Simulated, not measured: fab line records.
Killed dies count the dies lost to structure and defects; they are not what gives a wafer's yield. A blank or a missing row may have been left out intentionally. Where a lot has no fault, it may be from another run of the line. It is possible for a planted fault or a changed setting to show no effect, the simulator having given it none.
Struck lot and sound lot, side by side / flow n5_finfet / 16 steps out of a route of 1938
Sound: these wafers, L771.1, L771.3, L771.4. Wafers struck: L776.3, L776.5. At the end, the cause is stated.
Each step with rows lists, per side, the tool, then ch with its chambers, then its first start. Under that, the readings that differ: sound wafers / struck wafers / difference of the means / sigmas: that difference in standard deviations of wafers without a fault.
alike: readings whose means differ by less than 2 such deviations, and words and numbers that are the same on both sides. not compared: withheld readings, readings that some wafer has no value for, bounds like >300 that may hide the same value, and numbers for which the record gives no deviation and whose values overlap.
The two part at a step that has a row with sigmas, a row that says differs or no value, or rows on one side only. Non-overlapping numbers with no deviation appear without sigmas and do not part them. A reading missing from all wafers of one side parts the sides only when that side holds two or more wafers.

N5_GATE_CUT_CD_MEAS_13: target cd 20 nm.
  sound on cd_sem-03 ch 0, day 4 11:39; struck on cd_sem-01 ch 0, day 5 19:26
  alike: cd_nm
N5_GATE_CUT_OVL_MEAS_14:
  sound on overlay-01 ch 0, day 4 11:41; struck on overlay-01 ch 0, day 5 19:28
  alike: GATE_CUT_OVL
N5_GATE_CUT_INSPECT_15: inspects for defects (brightfield).
  sound: defect_inspect-02 at day 4 11:44; struck: defect_inspect-02 at day 5 19:31
  alike: raw_defect_count
N5_GATE_CUT_DESCUM_18: chemistry O2, time 7 s.
  sound on rie_diel-05 ch 0,1,2, day 4 11:48; struck on rie_diel-03 ch 0,2, day 5 19:36
  alike: drypump_motor_current_A, oes_product_au, rf_vpp_V, showerhead_plenum_p_Torr, throttle_valve_pct
  not compared: rf_hours_counter_h
N5_GATE_CUT_ETCH_28: etches underlayer in N2/H2, target depth 13 nm, time 10.4 s.
  sound on rie_diel-05 ch 0,1,2, day 4 11:50; struck on rie_diel-03 ch 0,2, day 5 19:38
  alike: drypump_motor_current_A, etch_rf_on_time_s, n2_flow_sccm, oes_product_au, rf_vpp_V, showerhead_plenum_p_Torr, throttle_valve_pct
  not compared: rf_hours_counter_h
N5_GATE_CUT_ETCH_36: etches SiARC in CF4, target depth 13 nm, time 21.7 s.
  sound on rie_diel-05 ch 0,1,2, day 4 11:51; struck on rie_diel-03 ch 0,2, day 5 19:39
  alike: drypump_motor_current_A, etch_rf_on_time_s, oes_product_au, rf_vpp_V, showerhead_plenum_p_Torr, throttle_valve_pct
  not compared: rf_hours_counter_h
N5_GATE_CUT_ETCH_37: etches SOC in N2/H2, target depth 60 nm, overetch 12 nm, time 90 s.
  sound on rie_diel-05 ch 0,1,2, day 4 11:53; struck on rie_diel-03 ch 0,2, day 5 19:41
  alike: drypump_motor_current_A, n2_flow_sccm, oes_product_au, rf_vpp_V, showerhead_plenum_p_Torr, throttle_valve_pct
  not compared: rf_hours_counter_h
then, 3 steps without rows for these wafers: N5_GATE_CUT_STRIP_38 (strips in N2/H2); N5_GATE_CUT_STRIP_39 (strips in N2/H2); N5_GATE_CUT_HM_OPEN_40 (chemistry C4F6/O2, target SiO2, target depth 139 nm, time 85.1 s).
N5_GATE_CUT_STRIP_41: strips in CF4.
  sound on rie_diel-05 ch 0,1,2, day 4 12:01; struck on rie_diel-03 ch 0,2, day 5 19:49
  alike: drypump_motor_current_A, oes_product_au, rf_vpp_V, showerhead_plenum_p_Torr, throttle_valve_pct
  not compared: rf_hours_counter_h
then, 1 step without rows for these wafers: N5_GATE_CUT_STRIP_42 (strips in O2).
N5_GATE_CUT_ETCH_19: etches SiNx in CH3F/O2, target depth 53.7 nm, time 76.7 s.
  sound on rie_diel-05 ch 0,1,2, day 4 12:05; struck on rie_diel-03 ch 0,2, day 5 19:53
reading=etch_rf_on_time_s (s); sound=76.8 77.1 74.8; struck=54.2 54.1; difference=-22.1; sigmas=-23
  alike: drypump_motor_current_A, oes_product_au, rf_vpp_V, showerhead_plenum_p_Torr, throttle_valve_pct
  not compared: rf_hours_counter_h
then, 1 step without rows for these wafers: N5_GATE_CUT_CUT_ETCH_53 (etches W in SF6/Cl2, target depth 79.2 nm).
-- the record jumps here: 4 days lie between the struck wafers' starts before and after (it left off in module GATE_CUT and takes up again in module BEOL_M4, whose first step shown is number 1111 of the route) --
N5_BEOL_M4_RC_MEAS_101:
  sound on prober-01 ch 0, day 8 00:06; struck on prober-02 ch 0, day 9 07:57
  alike: DIBL_N, DIBL_P, IOFF_N, IOFF_P, ION_N, ION_P, SS_N, SS_P, VT_N, VT_P
N5_PASSIVATION_PROBE_49:
  sound wafers here have rows in the record (prober-02, day 12 10:52); struck ones have none

## WHERE THEY PART
At N5_GATE_CUT_ETCH_19 first; at N5_PASSIVATION_PROBE_49 last (within this record only).

WHY: what had been put in by the simulator
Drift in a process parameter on rie_diel-03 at N5_GATE_CUT_ETCH_19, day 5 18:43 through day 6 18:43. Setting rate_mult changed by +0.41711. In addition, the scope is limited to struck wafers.
